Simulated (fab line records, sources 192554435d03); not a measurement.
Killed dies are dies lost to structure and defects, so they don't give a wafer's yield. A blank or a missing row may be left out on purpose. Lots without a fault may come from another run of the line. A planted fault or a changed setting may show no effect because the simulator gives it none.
Chamber matching | flow n5_finfet | N5_BEOL_M0_SAQP_MANDREL_ETCH_20 on rie_si-03: 4 sister chambers
The step etches a-Si in HBr/Cl2, stops on SiNx, target depth 60 nm, bt time 10 s, time 30 s. 18 wafers are shown with their chamber, then 9 later ones without.

WAFERS WITH THEIR CHAMBER
wafer  | chamber | drypump_motor_current_A (A) | throttle_valve_pct (%) | oes_product_au (a.u.)
L076.2 | 1       | 6.3                         | 35.5                   | 0.761
L076.3 | 3       | 6.0                         | 35.4                   | 0.765
L076.6 | 3       | 6.0                         | 35.4                   | 0.772
L077.2 | 0       | 5.6                         | 35.7                   | 0.759
L077.3 | 3       | 6.0                         | 35.4                   | 0.769
L077.4 | 1       | 6.3                         | 35.5                   | 0.767
L080.1 | 1       | 6.3                         | 35.5                   | 0.772
L080.3 | 0       | 5.5                         | 35.7                   | 0.774
L080.4 | 3       | 6.0                         | 35.4                   | 0.781
L082.1 | 0       | 5.5                         | 35.7                   | 0.745
L082.3 | 2       | 6.2                         | 35.3                   | 0.762
L082.6 | 2       | 6.2                         | 35.2                   | 0.774
L083.1 | 3       | 6.0                         | 35.4                   | 0.763
L083.2 | 0       | 5.6                         | 35.7                   | 0.762
L083.3 | 1       | 6.3                         | 35.5                   | 0.767
L090.1 | 3       | 6.0                         | 35.4                   | 0.774
L090.3 | 0       | 5.6                         | 35.7                   | 0.758
L090.6 | 3       | 6.0                         | 35.4                   | 0.771

SIGNATURES (means of the wafers above)
reading                 | chamber 0 | chamber 1 | chamber 2 | chamber 3 | scatter within a chamber
drypump_motor_current_A | 5.560     | 6.300     | 6.200     | 6.000     | 0.0293
throttle_valve_pct      | 35.700    | 35.500    | 35.250    | 35.400    | 0.0189
oes_product_au          | 0.75960   | 0.76675   | 0.76800   | 0.77071   | 0.00744
Rule: a wafer's distance from a chamber is the root of the sum, over the readings, of the square of ((its reading less the chamber's mean) divided by the reading's scatter). The wafer belongs to the nearest chamber; if the next one is less than 2 further off, it can't be placed. The scatter: the root of (the sum of the squares of (reading less its chamber's mean) over the shown wafers, divided by (wafers less chambers)).

WAFERS WITHOUT THEIR CHAMBER
wafer  | drypump_motor_current_A (A) | throttle_valve_pct (%) | oes_product_au (a.u.)
L092.2 | 6.0                         | 35.4                   | 0.757
L092.3 | 6.2                         | 35.3                   | 0.753
L092.6 | 5.6                         | 35.7                   | 0.758
L095.2 | 6.3                         | 35.5                   | 0.776
L095.4 | 6.0                         | 35.4                   | 0.781
L095.5 | 6.2                         | 35.2                   | 0.788
L097.1 | 5.6                         | 35.7                   | 0.750
L097.3 | 6.0                         | 35.4                   | 0.764
L097.4 | 6.2                         | 35.2                   | 0.777

WHICH CHAMBER EACH WENT THROUGH
wafer  | from the rows above | in truth
L092.2 | 3                   | 3
L092.3 | 2                   | 2
L092.6 | 0                   | 0
L095.2 | 1                   | 1
L095.4 | 3                   | 3
L095.5 | 2                   | 2
L097.1 | 0                   | 0
L097.3 | 3                   | 3
L097.4 | 2                   | 2
Placed correctly: 9 of 9. Can't be placed from these rows: 0. Placed wrongly: 0.
